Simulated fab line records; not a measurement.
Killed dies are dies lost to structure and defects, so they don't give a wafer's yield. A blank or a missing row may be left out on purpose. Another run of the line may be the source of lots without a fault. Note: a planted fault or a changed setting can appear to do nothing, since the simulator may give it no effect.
Chamber matching ; flow n5_finfet ; 4 sister chambers for N5_MOL_CONTACT_COAG_CMP_28 on cmp-01
The step polishes, stops on SiNx, t overpolish 0.85 s, target thk 14.522 nm. 8 wafers are shown with their chamber, then 7 later ones without.

## WAFERS, EACH WITH ITS CHAMBER
wafer;chamber;motor_current_A (A);edge_zone_pressure_frac
L077.5;1;14.0;1.000
L079.1;2;11.0;0.998
L079.4;0;13.5;1.004
L086.1;3;12.2;1.000
L086.2;0;12.3;1.003
L086.5;3;12.4;0.999
L087.3;1;13.9;1.011
L087.4;2;10.8;1.003

## WAFERS WITH NO CHAMBER GIVEN
wafer;motor_current_A (A);edge_zone_pressure_frac
L087.6;14.2;1.005
L088.2;12.1;1.000
L088.3;12.7;1.002
L088.5;12.9;1.004
L090.3;14.4;1.001
L090.4;12.6;1.001
L090.6;13.0;1.005

## CHAMBER TAKEN BY EACH
wafer;from the rows above;in truth
L087.6;1;1
L088.2;can't be placed: 3 or 0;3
L088.3;can't be placed: 0 or 3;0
L088.5;can't be placed: 0 or 3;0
L090.3;1;1
L090.4;can't be placed: 3 or 0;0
L090.6;can't be placed: 0 or 3 or 1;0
Correct placement for 2 of the 7. Cannot be placed on the basis of these rows: 5; the candidates contain the true chamber in 5. Number placed wrongly: 0.
How it was worked out, from the rows above alone: a wafer's distance from a chamber is the root of the sum, over the readings, of the square of ((its reading less the chamber's mean) divided by the reading's scatter). If the next closest chamber is less than 2 further off than the closest, the wafer can't be placed; otherwise it belongs to the closest. Each chamber's mean is taken over the wafers shown for it. The scatter is the square root of a quotient: the sum, over the shown wafers, of each reading's squared deviation from its chamber's mean, divided by wafers minus chambers.
